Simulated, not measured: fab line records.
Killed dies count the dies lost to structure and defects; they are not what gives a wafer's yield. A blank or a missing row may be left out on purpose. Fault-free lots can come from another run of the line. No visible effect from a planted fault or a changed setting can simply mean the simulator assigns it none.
Split-lot experiment -- flow n5Finfet -- on a route of 1938 steps: 7 lots, 39 wafers read

THE SPLIT ITSELF
At N5_BEOL_M15_TRENCH_ETCH_34 (etches SiO2 in C4F8/O2/Ar, target depth 872.93 nm, time 199 s), the setting targetDepthA was moved away from the recipe's 8729.3 angstrom on 9 of the 39 wafers read, by -58.3% to +47.1%. This setting was run at the recipe's value on the other wafers.

FROM THE SPLIT TO THE READING: what the file shows between them, 4 steps
- N5_BEOL_M15_STRIP_36: strips in O2
- N5_BEOL_M15_ECD_47: material Cu, target thk 1860 nm
- N5_BEOL_M15_ANNEAL_48: time 90 s
- N5_BEOL_M15_CMP_49: polishes, stops on SiO2, t overpolish 4.9 s, target thk 850 nm

THE READING
M15_THK, in nm, at N5_BEOL_M15_THK_MEAS_50 (measures by xrf). Typical for fault-free wafers on this fab line: 852 nm, with standard deviation 25 nm.

wafer,"tool, chamber at the split","targetDepthA as run, angstrom",against the recipe,"M15_THK, nm",against lot-mates on the recipe
L075.1,"rieDiel-03, 1",8729.3,recipe,832,-
L075.2,"rieDiel-03, 0",8729.3,recipe,891,-
L075.3,"rieDiel-03, 2",8729.3,recipe,887,-
L075.4,"rieDiel-03, 3",8729.3,recipe,833,-
L075.5,"rieDiel-03, 1",8729.3,recipe,822,-
L075.6,"rieDiel-03, 0",8729.3,recipe,891,-
L078.1,"rieDiel-06, 0",3638,-58.3%,339,-498
L078.2,"rieDiel-06, 3",8729.3,recipe,822,-
L078.3,"rieDiel-06, 1",3638,-58.3%,324,-513
L078.4,"rieDiel-06, 2",3638,-58.3%,345,-492
L078.5,"rieDiel-06, 3",8729.3,recipe,829,-
L078.6,"rieDiel-06, 2",8729.3,recipe,860,-
L079.2,"rieDiel-04, 0",8729.3,recipe,852,-
L079.3,"rieDiel-04, 3",8729.3,recipe,859,-
L079.6,"rieDiel-04, 1",8729.3,recipe,840,-
L086.1,"rieDiel-03, 2",8729.3,recipe,869,-
L086.2,"rieDiel-03, 3",8729.3,recipe,832,-
L086.3,"rieDiel-03, 0",8729.3,recipe,879,-
L086.4,"rieDiel-03, 1",8729.3,recipe,815,-
L086.5,"rieDiel-03, 3",8729.3,recipe,837,-
L086.6,"rieDiel-03, 0",8729.3,recipe,873,-
L092.1,"rieDiel-03, 1",12840,+47.1%,1246,+390
L092.2,"rieDiel-03, 3",8729.3,recipe,844,-
L092.3,"rieDiel-03, 2",12840,+47.1%,1320,+464
L092.4,"rieDiel-03, 0",8729.3,recipe,884,-
L092.5,"rieDiel-03, 0",12840,+47.1%,1310,+454
L092.6,"rieDiel-03, 1",8729.3,recipe,841,-
L093.1,"rieDiel-04, 0",12600,+44.3%,1253,+382
L093.2,"rieDiel-04, 1",8729.3,recipe,854,-
L093.3,"rieDiel-04, 2",8729.3,recipe,893,-
L093.4,"rieDiel-04, 3",12600,+44.3%,1241,+370
L093.5,"rieDiel-04, 1",12600,+44.3%,1245,+374
L093.6,"rieDiel-04, 0",8729.3,recipe,865,-
L095.1,"rieDiel-06, 2",8729.3,recipe,878,-
L095.2,"rieDiel-06, 3",8729.3,recipe,859,-
L095.3,"rieDiel-06, 1",8729.3,recipe,819,-
L095.4,"rieDiel-06, 0",8729.3,recipe,885,-
L095.5,"rieDiel-06, 2",8729.3,recipe,873,-
L095.6,"rieDiel-06, 1",8729.3,recipe,818,-

FIT RESULTS
A straight line over all 39 wafers: M15_THK changes by +8.99 nm for each +1% of targetDepthA; r = +0.99; the points scatter about the line by 25 nm.
The same after taking each lot's own level away (the mean of its wafers on the recipe; 39 wafers): +8.75 nm for each +1%; r = +0.99; scatter 25 nm.
That fit puts the effect of the largest move of targetDepthA on the reading at 5.1e+02 nm.
Measured against the standard deviation above, the lots' own levels, which go from 837.0 to 870.7 nm, span 1.3 times it.
Hence the lot-to-lot level has little effect on the slope; both slopes agree.
Check: -511 nm against its lot-mates is what the line predicts for one of the wafers moved furthest among these (-58.3%) when that wafer is left out of the fit. It came out at -498 nm against them.

THE OTHER SPLITS THESE WAFERS WENT THROUGH
Before the reading, these wafers also passed through other splits. Each is held against what the fit with the lots' levels taken away leaves over:
other split on the same wafers,wafers away from the commonest value,r with M15_THK (lot level and that fit taken away)
N5_ZERO_LAYER_DEVELOP_10 developTimeS,15,+0.08
N5_FIN_SAQP_ETCH_65 timeS,15,-0.14
N5_MOL_CONTACT_COAG_PRECLEAN_111 timeS,12,+0.11
N5_BEOL_M7_CVD_78 targetThkA,12,+0.17
N5_BEOL_M11_ETCH_41 timeS,18,+0.16

THE WHOLE CHAIN: every reading that the file lists as answering this split, in the file's order
step,what it does,reading,change (the file's fit),r (the file's)
N5_BEOL_M15_TRENCH_ETCH_34,"etches SiO2 in C4F8/O2/Ar, target depth 872.93 nm, time 199 s","etch.depthNm (the simulator's own value, which no gauge read)",+8.6 nm for each +1% of the setting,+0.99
N5_BEOL_M15_TRENCH_ETCH_34,"etches SiO2 in C4F8/O2/Ar, target depth 872.93 nm, time 199 s","coat_of_BEOL_M15_COAT_22.thkNm (the simulator's own value, which no gauge read)",-1.71 nm for each +1% of the setting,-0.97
N5_BEOL_M15_CMP_49,"polishes, stops on SiO2, t overpolish 4.9 s, target thk 850 nm","Cu_of_BEOL_M15_ECD_47.thkNm (the simulator's own value, which no gauge read)",+8.61 nm for each +1% of the setting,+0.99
N5_BEOL_M15_THK_MEAS_50,measures by xrf,M15_THK,+8.75 for each +1% of the setting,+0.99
N5_BEOL_M15_RS_MEAS_54,measures by four-point-probe,M15_RS,"not straight: 0.0562 at the lowest setting, 0.0219 at the recipe, 0.0144 at the highest",not given

FILE'S OWN FIT
M15_THK changes by +8.75 nm for each +1% of targetDepthA, r = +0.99.
